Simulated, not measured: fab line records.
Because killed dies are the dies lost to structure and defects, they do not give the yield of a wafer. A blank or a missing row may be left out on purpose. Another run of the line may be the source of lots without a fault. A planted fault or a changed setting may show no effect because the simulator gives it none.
fab line records -- flow n5-finfet
[record] lots = 4, wafers = 10, last-day = 24
route steps=1938 shown MOL_CONTACT_COAG@596 BEOL_M0_SAQP@632 BEOL_M4@1111 PASSIVATION@1936
lots untouched by any fault: they come from a run of this same line in which no faults occurred
start-h: start of the lot's first displayed wafer, in hours after the record's first day -- wait-h: hours elapsed since this lot's preceding step -- " as in the row above -- L1.1+2: one row covering several wafers at once -- - either no value or no given start -- * or withheld: withheld -- < > ~ a bound
route shown NAME@n: NAME is a module with steps in the file, n the number in the route of the first one -- usual: average and standard deviation across the fault-free wafers -- same: alike in all rows -- chamber/n: place in a boat -- sites: the reading at each site -- _std_site: their standard deviation -- _edge_site: inner sites' mean taken away from outer sites' mean -- radius-mm: for every site, how far away it sits from the centre of the wafer -- mask NAME#n: copy n -- behind: the last tool/chamber to shape the wafer -- hold: the reason the lot was held/the length of the hold in hours/how it ended -- device: whichever transistor did not switch (one of n, p or np) -- end of line: the route-end tests of the same wafers -- a step with no rows: only its recipe -- killed: dies that structure and defects cost at the first sort, which is not the same as the wafer's yield -- map: dies across one wafer; x = killed, . = not, _ = none there
set.NAME: the setting the step ran with; set.NAME@STEP: the setting that earlier step ran with -- model.NAME: the simulator's own value behind a step, which no gauge read
lots at selected steps of the route; one table per step, one row per wafer
services: the hour from which a tool's chamber was out of use, counted from the record's first day as start-h (under 0 if before that day), plus the number of hours and why
[[steps]]
[step N5_MOL_CONTACT_COAG_COAT_34]
[recipe] resist = CAR-EUV, spin-rpm = 1500, resist-thk-nm = 40
[step N5_MOL_CONTACT_COAG_EBR_36]
[recipe] solvent = PGMEA, ebr-width-mm = 1.5
[step N5_MOL_CONTACT_COAG_SOFTBAKE_35]
[recipe] temp-c = 110, time-s = 60, resist = CAR-EUV
[step N5_MOL_CONTACT_COAG_EXPOSE_37]
[recipe] mask-id = VD, na = 0.33, source-shape = annular, sigma-inner = 0.3, sigma-outer = 0.7, polarization = unpolarized, defocus-nm = 0, dose-mj = 62
[step N5_MOL_CONTACT_COAG_PEB_38]
[recipe] peb-temp-c = 100, peb-time-s = 60, resist = CAR-EUV
[step N5_MOL_CONTACT_COAG_DEVELOP_39]
[recipe] develop-time-s = 30, developer = TMAH, resist = CAR-EUV, rinse-liquid = surfactant-rinse, dry = air-spin, dev-temp-c = 23
[step N5_MOL_CONTACT_COAG_DESCUM_45]
[recipe] chemistry = O2, time-s = 7, source-power-w = 50, bias-power-w = 20, pressure-mtorr = 20, rf-frequency-hz = 2.712e+07, temp-c = 40, resist = CAR-EUV, o2-flow-sccm = 225
[step N5_MOL_CONTACT_COAG_ETCH_65]
[recipe] chemistry = N2/H2, target = underlayer, target-depth-a = 130, mask-material = CAR-EUV, time-s = 10.4, ion-energy-ev = 200, pressure-mtorr = 30, source-w = 840, bias-w = 150, n2-flow-sccm = 200, h2-flow-sccm = 200, ends = cleared
[step N5_MOL_CONTACT_COAG_ETCH_66]
[recipe] chemistry = CF4, target = SiARC, target-depth-a = 130, mask-material = CAR-EUV, time-s = 21.7, ion-energy-ev = 80, pressure-mtorr = 40, source-w = 545, bias-w = 36, Ar_flow_sccm = 100, cf4-flow-sccm = 100, ends = cleared
[step N5_MOL_CONTACT_COAG_ALD_133]
[recipe] material = SiO2, target-thk-a = 50, temp-c = 100, ald-precursor-family = BDEAS, ald-co-reactant = O2-plasma, pulse-time-s = 1, co-reactant-pulse-time-s = 1, purge-time-s = 2, co-reactant-purge-time-s = 2, ald-cycles = 35, pressure-torr = 2
[usual] ald-cycles = 35/0, heater-power-w = 80/9.2, precursor-pulse-height-rel = 0.998/0.02, susceptor-temp-C = 100.02/0.14
lot.wafer,tool,chamber,start-h,wait-h,ald-cycles,heater-power-w,precursor-pulse-height-rel,susceptor-temp-C,model.SiO2_of_MOL_CONTACT_COAG_ALD_133.thk-nm
L282.1,ald-sin-01,2,143.98,0.1,35,81,1.013,100.05,5
L282.4,ald-sin-01,3,143.98,0.1,35,75,0.977,99.95,5
L282.6,ald-sin-01,0,143.98,0.1,35,101,1.005,100.08,5
L294.1,ald-sin-01,3,215.76,0.1,35,69,1.004,100.28,5
L294.6,ald-sin-01,2,215.76,0.1,24,76,0.986,-,3.4
L296.1,ald-sin-01,1,230.01,0.1,35,84,1.012,100.04,5
L296.4,ald-sin-01,3,230.01,0.1,24,69,1.000,-,3.4
L297.3,ald-sin-04,1,236.60,0.1,35,70,0.968,100.37,5
L297.4,ald-sin-04,2,236.60,0.1,35,80,1.030,99.86,5
L297.5,ald-sin-04,3,236.60,0.1,35,79,1.004,100.04,5
[step N5_MOL_CONTACT_COAG_ETCHBACK_134]
[recipe] chemistry = CHF3, target = SiO2, target-depth-a = 100, time-s = 6.7, ion-energy-ev = 200, pressure-mtorr = 30, source-w = 610, bias-w = 170, Ar_flow_sccm = 200, CHF3_flow_sccm = 50
[step N5_MOL_CONTACT_COAG_ETCH_67]
[recipe] chemistry = N2/H2, target = SOC, target-depth-a = 600, overetch-a = 210, mask-material = SiARC, temp-c = 40, time-s = 101.2, ion-energy-ev = 200, pressure-mtorr = 30, source-w = 840, bias-w = 150, n2-flow-sccm = 200, h2-flow-sccm = 200
[step N5_MOL_CONTACT_COAG_STRIP_68]
[recipe] chemistry = N2/H2, temp-c = 40, n2-flow-sccm = 200, h2-flow-sccm = 200, rf-frequency-hz = 6e+07
[step N5_MOL_CONTACT_COAG_STRIP_69]
[recipe] chemistry = N2/H2, temp-c = 40, n2-flow-sccm = 200, h2-flow-sccm = 200, rf-frequency-hz = 6e+07
[step N5_MOL_CONTACT_COAG_ETCHBACK_136]
[recipe] chemistry = CHF3, target = SiO2, target-depth-a = 250, time-s = 16.7, ion-energy-ev = 200, pressure-mtorr = 30, source-w = 610, bias-w = 170, Ar_flow_sccm = 200, CHF3_flow_sccm = 50
[step N5_MOL_CONTACT_COAG_STRIP_120]
[recipe] chemistry = CHF3, resist = SiARC, rf-frequency-hz = 6e+07
[step N5_MOL_CONTACT_COAG_VIA_ETCH_117]
[recipe] chemistry = C4F6/O2, target-depth-a = 400, overetch-a = 80, mask-material = SOC, target = SiO2, bias-w = 455, pressure-mtorr = 10, time-s = 26, source-w = 325, Ar_flow_sccm = 300, C4F6_flow_sccm = 10, O2_flow_sccm = 10, ion-energy-ev = 575.3, ends = end-point
[step N5_MOL_CONTACT_COAG_ETCH_124]
[recipe] chemistry = CH3F/O2, target = SiNx, target-depth-a = 65, mask-material = SOC, stop-on = SiOC, over-etch-frac = 0.3, ion-energy-ev = 120, pressure-mtorr = 30, source-w = 395, bias-w = 73, Ar_flow_sccm = 150, CH3F_flow_sccm = 30, O2_flow_sccm = 20, ends = end-point
[step N5_MOL_CONTACT_COAG_ETCH_48]
[recipe] chemistry = C4F6/O2, target-depth-a = 150, overetch-a = 45, mask-material = SOC, target = SiOC, bias-w = 465, pressure-mtorr = 10, time-s = 17, source-w = 335, Ar_flow_sccm = 300, C4F6_flow_sccm = 10, O2_flow_sccm = 10, ion-energy-ev = 576
[step N5_MOL_CONTACT_COAG_STRIP_72]
[recipe] chemistry = N2/H2, power-w = 450, temp-c = 40, pressure-mtorr = 20, rf-frequency-hz = 6e+07, overash-fraction = 3, bias-power-w = 7, h2-frac = 0.5, n2-flow-sccm = 200, h2-flow-sccm = 200
[step N5_MOL_CONTACT_COAG_STRIP_49]
[recipe] chemistry = N2/H2, time-s = 30, power-w = 1000, temp-c = 250, pressure-mtorr = withheld, n2-flow-sccm = 1750, h2-flow-sccm = 3250
[step N5_MOL_CONTACT_COAG_PRECLEAN_138]
[recipe] chemistry = alkaline-clean, temp-c = 60, time-s = 60, do-ppb = 50
[step N5_MOL_CONTACT_COAG_SRD_139]
[recipe] dry = ipa-marangoni, time-s = 30, temp-c = 23, rinse-liquid = diw
[step N5_MOL_CONTACT_COAG_PRE_CLEAN_121]
[recipe] gas = H2/He, time-s = *, temp-c = withheld
[step N5_MOL_CONTACT_COAG_CVD_140]
[recipe] material = W, target-thk-a = 665, mode = selective-fill, temp-c = 300, time-s = 215
[step N5_MOL_CONTACT_COAG_PRECLEAN_127]
[recipe] chemistry = DIW, time-s = 57.5, temp-c = 23
[step N5_MOL_CONTACT_COAG_SRD_128]
[recipe] dry-time-s = 32, dry = n2-spin, spin-rpm = 1500
[step N5_MOL_CONTACT_COAG_CMP_52]
[recipe] stop-on = SiO2, t-overpolish-s = 1.5, post-cmp-clean = w-dilute-nh4oh, down-force-psi = 4, platen-rpm = 50.289, pad-velocity-m-s = 1.0006, target-thk-nm = 66.5
[step N5_MOL_CONTACT_COAG_ANNEAL_112]
[recipe] temp-c = 400, time-s = 1800, ambient = HPD2, pressure-atm = 10
[step N5_BEOL_M0_SAQP_PECVD_00]
[recipe] material = SiCN, target-thk-a = 80, temp-c = withheld, precursor = 3MS/NH3, pressure-torr = 3, rf-w = 202, time-s = 14
[step N5_BEOL_M0_SAQP_ILD_DEP_01]
[recipe] material = SiOC, target-thk-a = 454.19, temp-c = 350, precursor = DEMS/O2, pressure-torr = 5, rf-w = 500, time-s = 8.7
[step N5_BEOL_M0_SAQP_HM_DEP_02]
[recipe] material = TiN, target-thk-a = 120, temp-c = 25, chamber-pressure-pa = 0.49996
[step N5_BEOL_M0_SAQP_PECVD_03]
[recipe] material = SiCN, target-thk-a = 120, temp-c = withheld, precursor = 3MS/NH3, pressure-torr = 3, rf-w = 202, time-s = 21.1
[step N5_BEOL_M0_SAQP_PECVD_96]
[recipe] material = a-Si, target-thk-a = 450, temp-c = 350, precursor = SiH4/He, pressure-torr = 3, rf-w = 100, time-s = 45.2
[step N5_BEOL_M0_SAQP_PECVD_97]
[recipe] material = SiNx, target-thk-a = 230, temp-c = 350, precursor = SiH4/NH3/N2, pressure-torr = 1.5, rf-w = 300, time-s = 19.9
[step N5_BEOL_M4_RC_MEAS_101]
[usual] DIBL_N = 35.8/1.6, DIBL_P = 35.6/2, IOFF_N = 0.15/0.031, IOFF_P = 0.20/0.033, ION_N = 668/12, ION_P = 459/6.8, SS_N = 71.4/0.53, SS_P = 73.1/0.63, VT_N = 250/3.5, VT_P = -251/3
lot.wafer,tool,chamber,start-h,wait-h,DIBL_N[mV/V],DIBL_P[mV/V],IOFF_N[nA/um],IOFF_P[nA/um],ION_N[uA/um],ION_P[uA/um],SS_N[mV/dec],SS_P[mV/dec],VT_N[mV],VT_P[mV]
L282.1,prober-01,0,387.54,0.0,34.3,35.1,0.12,0.17,656,453,70.5,73.0,256,-251
L282.4,prober-01,0,387.54,0.0,35.3,36.8,0.14,0.20,659,461,70.5,72.3,255,-251
L282.6,prober-01,0,387.54,0.0,35.2,35.7,0.13,0.19,662,459,71.5,72.0,251,-250
L294.1,prober-01,0,434.40,0.0,32.8,32.6,0.11,0.16,660,455,70.4,72.5,254,-252
L296.1,prober-01,0,436.12,0.0,39.4,39.7,0.21,0.26,676,465,72.7,74.2,246,-246
L297.3,prober-02,0,461.74,0.3,35.2,33.4,0.12,0.17,656,451,71.1,72.3,255,-252
L297.4,prober-02,0,461.74,0.3,33.9,32.6,0.11,0.16,652,452,70.9,72.9,254,-252
L297.5,prober-02,0,461.74,0.3,34.2,32.9,0.12,0.17,680,466,71.2,72.5,252,-253
[step N5_PASSIVATION_PROBE_49]
[usual] defect-limited-yield = 90.7/1.5, killed_at_M0_to_M3 = 38/11, killed_at_M4_up = 15/5.5, killed-at-contacts = 12/6, killed-at-front-end = 41/11, killed-at-other = 3.5/2.7, killed-dies = 110/18, killed-on-rim = 15/3.6, killed-open = 72/13, killed-short = 35/8.7, sort_bin_5_function = 5.5/1.1, sort_bin_6_memory = 3.4/0.63, sort_bin_8_speed = 0.01/0.037, sort-n-pass = 1070/18, sort-yield-pct = 90.7/1.5
[same] gross-dies = 1180, killed-at-back-side = 0, sort_bin_4_leakage[%] = 0
lot.wafer,tool,chamber,start-h,wait-h,defect-limited-yield[%],killed_at_M0_to_M3,killed_at_M4_up,killed-at-contacts,killed-at-front-end,killed-at-other,killed-dies,killed-on-rim,killed-open,killed-short,sort_bin_5_function[%],sort_bin_6_memory[%],sort_bin_8_speed[%],sort-n-pass,sort-yield-pct[%]
L296.1,prober-01,-,550.27,0.0,90.8,38,9,22,30,10,109,22,65,33,4.5,3.6,0,1071,90.8
L296.4,prober-01,-,550.42,0.2,20.4,39,8,846,37,9,939,114,56,39,4.7,3.1,0,241,20.4
L294.6,prober-01,-,554.99,0.3,21.1,63,12,784,68,4,931,123,101,40,7.1,4.3,0,249,21.1
// killed by level:class
L296.1 MOL_CONTACT_COAG:geometric-particle:open=19 BEOL_M0_SAQP:geometric-particle:short=14 BEOL_M0_SAQP:geometric-particle:open=12 HKMG_FIN:area-etch=9 FIN_SAQP:geometric-particle:short=6 BEOL_M3:geometric-particle:open=5 FIN_SAQP:geometric-particle:open=4 BEOL_M5:geometric-particle:open=4
L296.4 MOL_CONTACT_COAG:area-ald=838 BEOL_M0_SAQP:geometric-particle:open=12 BEOL_M0_SAQP:geometric-particle:short=12 GATE_CUT:geometric-particle:short=8 BEOL_M2:geometric-particle:open=8 MOL_CONTACT_COAG:geometric-particle:open=6 STI_FIN_REVEAL:geometric-particle:open=5 HKMG_FIN:area-etch=5
L294.6 MOL_CONTACT_COAG:area-ald=774 BEOL_M3:geometric-particle:open=19 FIN_SAQP:geometric-particle:open=18 HKMG_FIN:area-etch=16 FIN_SAQP:geometric-particle:short=15 BEOL_M2:geometric-particle:open=15 BEOL_M1:geometric-particle:open=9 MOL_CONTACT_COAG:geometric-particle:open=8
// map L294.6 (x killed, . not)
_________________xx.xx.xxxxxx________________
______________xx.xxxxxxxxxx.xx.._____________
___________xxxxx.xxxx.xxxxxx.xxxxxx__________
__________xxxxxxx.xxxxx.xxxxxx.x..xx_________
________x.xx.x...xx.xx.xxxxxxxxxxx.x.x_______
_______xx..xxxxxx.xxxxxxxxx.xxxx.xxxxxx______
______xxxxxxxxxx..xx..xx.xxxxxx.xxxxxx.x_____
_____xxxxx....xxxxxxxxxxx.xxxx.xxx.xxxx.x____
____x.xx.x.xxx..xxxxx.xx.xx.xxx.xx.xxxxxxx___
___.xxxxxxxxxxx..xxxx.xxxxxxxxx..xx.xxxxxxx__
___.xxxxx.xxx.xxxxxx.xxxxxxxxx.xxxxxxxxxxxx__
__xxxxxx.x.x.xxxxxx.x..xxxxx.xxx..xxxxxxxxx._
__x.xxxx.x.xx..xxx.xxx.xxxxxxxxxxx.xxx.xx..x_
_x.x.xxxxxxxxxxxxxxxxxx.xxxx.x.x.xx.xx.xxxxxx
_..xxx.xxxxxxxxxx.xxxxxx.xxxx.xxxxxxxxxxx.xx.
_.x.xxxxxxxx..xxxx.xxxxxxx..xxxxxx.xxxxx.xx.x
_xxxxxxxxx..x.xxxxxxxx.xxxxxxxxxxx..x.x.x.xxx
_xxxxx.xxx.xxxxxxxx.xxxxxx..xxx.xxxxxxxxxxxxx
_..x.xxxxxxxxxxxxxxxxxx.xxxxx.x.xxxxx.x..xxxx
_xxxxx.xx.x.x.xxxxx.xxxxx.xx.xxxxxxx..x..xxxx
_xxxxxxxxxx.xx.x..xxxxxxxxx.xxxxxxx..xxxxxxxx
__..xxxxx.xxxxxx.xxxxxxx.xxxxxxx...x.xx..x.._
__.xxx.xxx.xxxx.xx.xxx.xxxxx..xxxxx.xxxxxx.x_
___x.xx.xxxxxx..xxxx.xxxxxxxx.x...x.x.x.xxx__
___x.xxxxxxxxx.xxxx.xxxxxxxxx...xxxx.xxxxxx__
____.xxxxxxx.xx..xxx..xx..xx.xx.xxxx.x.xxx___
_____x.xxxxxxxxxx...x.xxx...xx.xxx.x..xxx____
______xx.xxxxxxxxxxxxxxxxxx..xxxxxxxxxxx_____
_______xxx..xxxxxxxxxxxx.xxxxxxx.x.xxxx______
________xxxxxxxxxxxxxxxxx.xxxxxx...xxx_______
__________xxxxxxxxxxxx..xxxx.xxxx.xx_________
___________xxxxxxxxx..xxxx.x.xxxxx.__________
______________x.xxx.xx...x.x..xx_____________
_________________xxxxxxxxxxxx________________
// map L296.4 (x killed, . not)
_________________xx.xxxx..xxx________________
______________xxxx.xxx.xxxxxxxxx_____________
___________xxxxxxxx.xxxxxxxxxxxxx.x__________
__________x.xxxxx.xxxxxx.xxx..xxxx.x_________
________xxxxx.xx.xx.x.xxxx.xxxxx.xxxx._______
_______xxxxx.xxx.x.xxxxxxxxxxxxx.xxxx.x______
______xxxxxxxxx.xx.xxxxxx..xxxxx.xxxxx.._____
_____x.x.xxxxxxxxxxxxxxxxxxxxxx.xxxxxxxx.____
____xxxx.x.x.xxx.xx..xx.xxxxxxxxx.x..x.xxx___
___xxxxxxxx..xxxxxxxxx.xx..xxxxx..xx.xx.xx.__
___.xxxxxxxxxxxx.xxxx.xxxxxxxx.xxxxxxxxxx.x__
__.xxxxxxxxxxxxxx.x.x.xxx.x.xxxx..xx..xxxx.x_
__xxxxx.xx.xxxxxxxxxx.x.xx.xx..x.xxxxxxxx.xx_
_xx.xxxxxxxxxxxx.x.xxxxxxxxx...xxxxxxxxxxxxxx
_xxxxx.xxxxxxxxxxxx.xx....x.xxxxxxxxx.xxx.xxx
_xxxxxxxxxxxxx..xxxxxx.xx.xxx..xx...xxxxxxxx.
_..xxxxxxxxx.xxxx.xxxxxxx..xxxxx.xxx.x.x.xxxx
_xxxxxxxxx.xxx.xxxxx.xxxxxxxx..xxxxxxxxxxxxxx
_xxxx.x.xxx.xxx..x.xxxxxxxxx..xxxxxxxxxxxx.xx
_x.xxxxxxxxxxxxxxxxxxxxxxxxx...xxxxxxx.xx.xxx
_.xxxxxx..xx.x.xxxx......xxxxxxxxxxxxxxxxxx.x
__xxxxxx..xxxxxxxxxx..xx..xx.xxxxxxxxxxx..x._
__xxxxx.xxxx.xx.xx.xxxx.xxxxxxxxxxx.xx.xx.xx_
___xxx.xxxx.xxxx.xx...xxxxxxxx.xxxxxx.xxx.x__
___x.xxxxxxxxxx.x.xxxx.xxxxxxx.x.xxxxx...x.__
____xxxxx.x..xx.xxxxx.xxxxxx.x.x.x.xxxxxxx___
_____.x.xxxxxxx.xxxxxxxxxxx.xxxx...xxxxxx____
______.xxx...xxxxxxx..xx.xxxxx.xxx.xxxxx_____
_______x.xxxxxxxx..xxxxxxxxxxx.x.xxx...______
________xx..x.x.xxxxxxxxx.xxxx.xxxxxxx_______
__________xxxx.xxxxxxxxxxxxx.xxxxxxx_________
___________xxxxxxxxxx..xxxxxxxxx.x.__________
______________xxxxxxxxxxx.....xx_____________
_________________.xx..xxx.xx.________________
[[services]]
tool,chamber,start-h,hours,kind
ald-sin-04,-,130.19,2.8,pm
ald-sin-01,-,176.75,14.0,pm
ald-sin-01,0,176.75,14.0,vent-cycle
ald-sin-01,1,176.75,14.0,vent-cycle
ald-sin-01,2,176.75,14.0,vent-cycle
ald-sin-01,3,176.75,18.4,vent-cycle
ald-sin-01,0,190.75,-,clean
ald-sin-01,1,190.75,-,clean
ald-sin-01,2,190.75,-,clean
[[key]]
[first-sign] step = N5_MOL_CONTACT_COAG_ALD_133, reading = ald-cycles, direction = down, sigmas = 99+, usual = *, struck = *
[effect] step = N5_PASSIVATION_PROBE_49, reading = killed-at-contacts, direction = up, sigmas = 99+, usual = 12, struck = 815
[model-effect] step = N5_MOL_CONTACT_COAG_ALD_133, value = SiO2_of_MOL_CONTACT_COAG_ALD_133.thk-nm, without = 5, struck = 3.4
[more-kills-born-at] N5_MOL_CONTACT_COAG_ALD_133@ald-sin-01 = 1612
met-at N5_MOL_CONTACT_COAG_ALD_133
struck-wafers L294.6,L296.4
later-rows-left-out L294.6,L296.4
[baseline-loss] step = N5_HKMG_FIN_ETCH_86, wafers = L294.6
onset-between 143.98 215.76
[fault] kind = process-parameter-drift, tool = ald-sin-01, chamber = -, onset-h = 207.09, steps = N5_MOL_CONTACT_COAG_ALD_133, channel = ald-cycles, offset = *, shape = step, end-h = 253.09, scope = struck-wafers-only, acts-in = *, stated = *
// later-rows-left-out: the simulator's readings of these wafers behind a module that went badly wrong aren't trusted and aren't shown, but for the sort
// baseline-loss: these wafers lose ten dies or more at that step, a loss of the line's own and not of a fault; the sort's usual values leave them out
